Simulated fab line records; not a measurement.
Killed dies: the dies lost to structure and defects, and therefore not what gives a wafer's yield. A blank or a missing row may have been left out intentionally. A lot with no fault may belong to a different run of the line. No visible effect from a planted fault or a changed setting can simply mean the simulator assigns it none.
Which tool is to blame?    flow nand_harc    12 lots with 35 wafers sampled at 5 steps, on a route of 1159 steps

WHAT THE GAUGES READ, wafer by wafer
NHARC_P_CONTACT_OVL_MEAS_13.
lot   measured      on          overlay_x_nm (nm)  overlay_y_nm (nm)
L345  day 5 10:36   overlay-02  -2.7 -1.9 -1.6     -0.3 -0.4 -0.3
L346  day 6 03:11   overlay-02  -0.5 -0.2 0.1      -0.9 -1.4 -0.9
L348  day 6 09:34   overlay-02  0.3 0.2 0.4        0.7 0.1 0.0
L349  day 6 19:20   overlay-02  -0.7 -0.5 -0.1     0.0 0.3 0.6
L351  day 6 19:58   overlay-01  0.0 -0.2 -0.3      -0.3 -0.9 -0.9
L354  day 7 15:01   overlay-02  -0.4 -0.9 -1.3     0.4 0.3 0.3
L357  day 8 21:07   overlay-01  0.1 -0.4 -0.8      -0.3 -0.2 -0.4
L358  day 8 22:43   overlay-01  -0.6 0.1 -0.2      -0.1 0.2 -0.2
L360  day 9 11:11   overlay-01  -0.8 -0.6 -1.1     -0.7 -0.3 0.0
L363  day 9 22:31   overlay-01  0.1 0.2 0.3        -1.2 -1.7 -1.3
L362  day 10 00:32  overlay-02  1.9 1.4            0.6 0.1
L367  day 11 03:07  overlay-01  -0.2 -0.3 -0.2     0.9 0.7 0.8

NHARC_P_M0_OVL_MEAS_10: pitch 180 nm.
lot   measured      on          overlay_x_nm (nm)  overlay_y_nm (nm)
L345  day 5 22:49   overlay-02  1.0 1.5 0.8        -0.7 -0.2 -0.7
L346  day 6 11:32   overlay-01  0.9 0.7 0.5        -2.1 -1.6 -2.6
L348  day 6 13:53   overlay-01  0.4 0.8 0.3        0.6 0.2 0.5
L349  day 7 05:08   overlay-01  0.1 -0.3 0.1       -0.9 -0.6 -0.7
L351  day 7 05:37   overlay-01  1.7 1.2 1.8        0.2 -0.2 0.0
L354  day 7 23:17   overlay-01  -0.1 -0.4 -0.8     0.0 0.2 0.4
L357  day 9 01:44   overlay-01  0.2 -0.7 0.3       0.5 0.2 0.3
L358  day 9 02:58   overlay-01  -0.2 -0.1 -0.4     0.8 0.6 0.4
L360  day 9 18:20   overlay-01  -0.8 -0.7 -0.6     1.7 1.2 1.5
L363  day 10 03:47  overlay-02  -0.3 0.1 0.3       0.3 0.0 0.3
L362  day 10 04:53  overlay-02  -0.4 0.3           -0.3 -1.1
L367  day 11 07:20  overlay-02  0.1 0.1 0.0        0.2 -0.5 0.0

WHICH TOOL RAN EACH LOT (tool, then ch and the chambers of the sampled wafers, then the start)
lot   NHARC_P_CONTACT_ETCH_31                        NHARC_P_CONTACT_CVD_23         NHARC_P_CONTACT_CMP_24
L345  rie_diel-11 ch 1,2, day 5 20:43 or earlier     cvd_w-02 ch 0,1, day 5 20:43   cmp-02 ch 0,3, day 5 21:19
L346  rie_diel-11 ch 0,1,3, day 6 09:41 or earlier   cvd_w-02 ch 0,1, day 6 09:41   cmp-03 ch 1,2, day 6 10:09
L348  rie_diel-13 ch 0,2, day 6 11:54 or earlier     cvd_w-02 ch 0,1, day 6 11:54   cmp-03 ch 0,1, day 6 12:28
L349  rie_diel-13 ch 1,3, day 7 03:08 or earlier     cvd_w-02 ch 0,1, day 7 03:08   cmp-04 ch 1,2,3, day 7 03:46
L351  rie_diel-11 ch 1,2,3, day 7 03:35 or earlier   cvd_w-02 ch 0,1, day 7 03:35   cmp-04 ch 1,2, day 7 04:16
L354  rie_diel-11 ch 1,2, day 7 21:32 or earlier     cvd_w-02 ch 0,1, day 7 21:32   cmp-02 ch 0,2,3, day 7 22:02
L357  rie_diel-13 ch 0,1,2, day 8 23:41 or earlier   cvd_w-01 ch 0,1, day 8 23:41   cmp-03 ch 0,2,3, day 9 00:22
L358  rie_diel-02 ch 0,2,3, day 9 01:01 or earlier   cvd_w-01 ch 0, day 9 01:01     cmp-04 ch 1,3, day 9 01:37
L360  rie_diel-11 ch 0,2,3, day 9 16:26 or earlier   cvd_w-01 ch 0,1, day 9 16:26   cmp-04 ch 2,3, day 9 17:04
L363  rie_diel-11 ch 0,3, day 10 01:42 or earlier    cvd_w-01 ch 0,1, day 10 01:42  cmp-04 ch 0,2, day 10 02:21
L362  rie_diel-11 ch 1, day 10 03:09 or earlier      cvd_w-01 ch 0,1, day 10 03:09  cmp-02 ch 1,3, day 10 03:40
L367  rie_diel-13 ch 0,1,2, day 11 05:24 or earlier  cvd_w-02 ch 0,1, day 11 05:24  cmp-02 ch 0,1,2, day 11 06:03
- NHARC_P_CONTACT_ETCH_31: etches the open film in CH3F/O2, target depth 30 nm, time 85.7 s.
- NHARC_P_CONTACT_CVD_23: deposits W, target thk 200 nm, time 557 s.
- NHARC_P_CONTACT_CMP_24: polishes, t overpolish 30 s, target thk 200 nm.

WHAT THE TOOLS THEMSELVES READ (means of the sampled wafers that have a number; where no wafer has one, the mark that the record gives instead)
NHARC_P_CONTACT_ETCH_31.
lot   tool         drypump_motor_current_A (A)  oes_product_au (a.u.)  rf_vpp_V (V)  showerhead_plenum_p_Torr (Torr)  throttle_valve_pct (%)
L345  rie_diel-11  5.5                          0.994                  244.3         2.45                             20.668
L346  rie_diel-11  6.2                          0.981                  245.4         2.52                             20.658
L348  rie_diel-13  6.1                          0.977                  246.3         2.61                             20.646
L349  rie_diel-13  5.2                          0.990                  244.8         2.47                             20.659
L351  rie_diel-11  5.8                          0.986                  244.7         2.47                             20.663
L354  rie_diel-11  5.7                          0.996                  245.9         2.51                             20.656
L357  rie_diel-13  5.8                          0.994                  245.9         2.62                             20.672
L358  rie_diel-02  5.8                          0.983                  244.9         2.49                             20.654
L360  rie_diel-11  6.0                          0.996                  244.3         2.45                             20.666
L363  rie_diel-11  6.4                          0.985                  244.3         2.47                             20.653
L362  rie_diel-11  5.8                          0.971                  246.2         2.58                             20.668
L367  rie_diel-13  5.8                          0.981                  246.4         2.61                             20.657

NHARC_P_CONTACT_CVD_23.
lot   tool      heater_power_w (W)  throttle_valve_pct (%)
L345  cvd_w-02  456                 8.1
L346  cvd_w-02  461                 8.0
L348  cvd_w-02  465                 8.1
L349  cvd_w-02  474                 7.8
L351  cvd_w-02  453                 8.1
L354  cvd_w-02  471                 7.9
L357  cvd_w-01  481                 8.2
L358  cvd_w-01  492                 8.6
L360  cvd_w-01  471                 8.1
L363  cvd_w-01  477                 8.2
L362  cvd_w-01  486                 8.3
L367  cvd_w-02  446                 7.9

NHARC_P_CONTACT_CMP_24.
lot   tool    motor_current_A (A)  overpolish_run_s (s)  slurry_flow_ml_min  time_to_endpoint_s (s)
L345  cmp-02  12.8                 30.001                150.1               37.6
L346  cmp-03  12.1                 29.993                149.8               42.1
L348  cmp-03  13.1                 30.003                149.9               39.7
L349  cmp-04  13.0                 30.007                149.6               42.2
L351  cmp-04  13.6                 30.001                149.9               43.3
L354  cmp-02  12.1                 29.996                149.3               35.9
L357  cmp-03  12.4                 29.997                149.9               38.8
L358  cmp-04  13.6                 30.006                150.2               38.1
L360  cmp-04  11.9                 30.001                150.0               35.8
L363  cmp-04  12.4                 30.002                150.3               36.5
L362  cmp-02  12.9                 30.005                150.7               31.1
L367  cmp-02  12.2                 29.995                149.5               36.2

THE ANSWER, worked out from the rows above alone
Rule: usual is defined by the lots themselves. Put in order of their means at a reading, lots are off if they are a third of the lots or fewer, leave a main group of 4 or more, and stand apart from it by a gap of 3 or more times the standard deviation of the main group's means; of several such gaps the widest counts. If all means in a main group match to the digits the tables above print for the reading, that group is not used. Also off: a lot with no number at a reading for which 4 or more lots have one. All remaining lots with rows at the step are treated as sound. The gauges are gone through in route order, then the tools' own readings, and for those a lot's mean is taken as printed above. At the first step where some lot is off, the reading lying furthest off is the one used; lots without a number count as furthest.
None of the lots is off at any reading shown; this tells nothing.

WHAT WAS PUT IN BY THE SIMULATOR
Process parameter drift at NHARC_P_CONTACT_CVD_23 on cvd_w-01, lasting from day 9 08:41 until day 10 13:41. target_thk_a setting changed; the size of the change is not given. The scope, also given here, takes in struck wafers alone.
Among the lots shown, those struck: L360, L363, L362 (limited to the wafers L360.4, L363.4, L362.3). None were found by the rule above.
